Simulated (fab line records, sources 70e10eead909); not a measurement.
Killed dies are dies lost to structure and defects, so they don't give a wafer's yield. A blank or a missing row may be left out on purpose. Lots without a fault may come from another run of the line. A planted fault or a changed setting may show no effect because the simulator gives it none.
Which tool did it? | flow nand_harc | 12 lots, 36 wafers sampled, at 4 steps of a route of 1159

WHAT THE GAUGES READ, wafer by wafer
NHARC_A_M0_CD_MEAS_09: target cd 80 nm.
lot  | measured     | on        | cd_nm (nm)
L076 | day 17 17:45 | cd_sem-01 | 79.5 79.7 79.8
L079 | day 17 23:36 | cd_sem-01 | 80.1 80.4 80.3
L080 | day 18 10:37 | cd_sem-01 | 80.2 80.3 79.7
L081 | day 19 00:54 | cd_sem-02 | 80.0 80.0 79.8
L083 | day 19 15:37 | cd_sem-03 | 80.0 80.6 79.4
L085 | day 20 15:53 | cd_sem-03 | 80.1 80.7 81.4
L087 | day 21 00:02 | cd_sem-03 | 79.4 80.5 79.9
L090 | day 21 15:04 | cd_sem-03 | 79.7 80.1 80.2
L088 | day 21 18:31 | cd_sem-03 | 79.8 79.7 79.2
L092 | day 22 10:43 | cd_sem-02 | 79.6 79.5 80.3
L096 | day 22 11:17 | cd_sem-02 | 80.2 80.7 80.6
L097 | day 23 13:56 | cd_sem-01 | 79.3 79.7 79.3

WHICH TOOL RAN EACH LOT (tool, then ch and the chambers of the sampled wafers, then the start)
lot  | NHARC_A_CONTACT_ETCH_137             | NHARC_A_BLC_ETCH_16                | NHARC_A_BLC_STRIP_21
L076 | har_cap_etch-01 ch 0,1, day 17 02:25 | rie_diel-10 ch 0,2,3, day 17 13:07 | rie_diel-10 ch 0,1,2, day 17 14:12
L079 | har_cap_etch-01 ch 0,1, day 17 15:25 | rie_diel-03 ch 1,2, day 17 19:48   | rie_diel-04 ch 0,2,3, day 17 20:53
L080 | har_cap_etch-01 ch 0,1, day 17 22:45 | rie_diel-04 ch 1,2, day 18 02:58   | rie_diel-03 ch 0,3, day 18 04:02
L081 | har_cap_etch-01 ch 0,1, day 18 13:46 | rie_diel-04 ch 0,1,2, day 18 18:07 | rie_diel-04 ch 0,1,2, day 18 19:11
L083 | har_cap_etch-02 ch 0,1, day 19 02:55 | rie_diel-10 ch 0,2,3, day 19 11:40 | rie_diel-03 ch 0,1,2, day 19 12:44
L085 | har_cap_etch-02 ch 0,1, day 20 06:03 | rie_diel-03 ch 0,1,2, day 20 10:30 | rie_diel-03 ch 0,1,2, day 20 11:35
L087 | har_cap_etch-03 ch 0,1, day 20 12:57 | rie_diel-03 ch 1,3, day 20 17:28   | rie_diel-10 ch 2,3, day 20 18:53
L090 | har_cap_etch-02 ch 0,1, day 21 03:11 | rie_diel-03 ch 0,1, day 21 10:59   | rie_diel-03 ch 0,2, day 21 12:04
L088 | har_cap_etch-03 ch 0,1, day 21 09:54 | rie_diel-04 ch 0,1,3, day 21 14:41 | rie_diel-03 ch 0,1,2, day 21 15:45
L092 | har_cap_etch-03 ch 0,1, day 21 17:05 | rie_diel-04 ch 0,1,3, day 22 01:08 | rie_diel-03 ch 1,3, day 22 02:13
L096 | har_cap_etch-03 ch 0,1, day 21 20:08 | rie_diel-10 ch 0,1,3, day 22 01:59 | rie_diel-04 ch 0,2,3, day 22 03:02
L097 | har_cap_etch-01 ch 0, day 22 21:46   | rie_diel-03 ch 1,3, day 23 10:06   | rie_diel-03 ch 0,1,3, day 23 11:12
- NHARC_A_CONTACT_ETCH_137: etches the open film in C4F8/O2/Ar, time 132 s, target depth 1287 nm.
- NHARC_A_BLC_ETCH_16: etches the open film in CF4, target depth 39 nm, time 65 s.
- NHARC_A_BLC_STRIP_21: strips in O2.

THE ANSWER, worked out from the rows above alone
Rule: what is usual is taken from the lots themselves. Put in order of their means at a reading, lots are off if they are a third of the lots or fewer, leave a main group of 4 or more, and stand apart from it by a gap of 3 or more times the standard deviation of the main group's means; of several such gaps the widest counts. A main group whose means are all the same, to the digits that the tables above print for the reading, isn't used. A lot without any number at a reading at which 4 lots or more have one is off too. The other lots that the step has rows for count as sound.
No lot is off at any reading shown: from this, nothing can be told.

WHAT THE SIMULATOR HAD PUT IN
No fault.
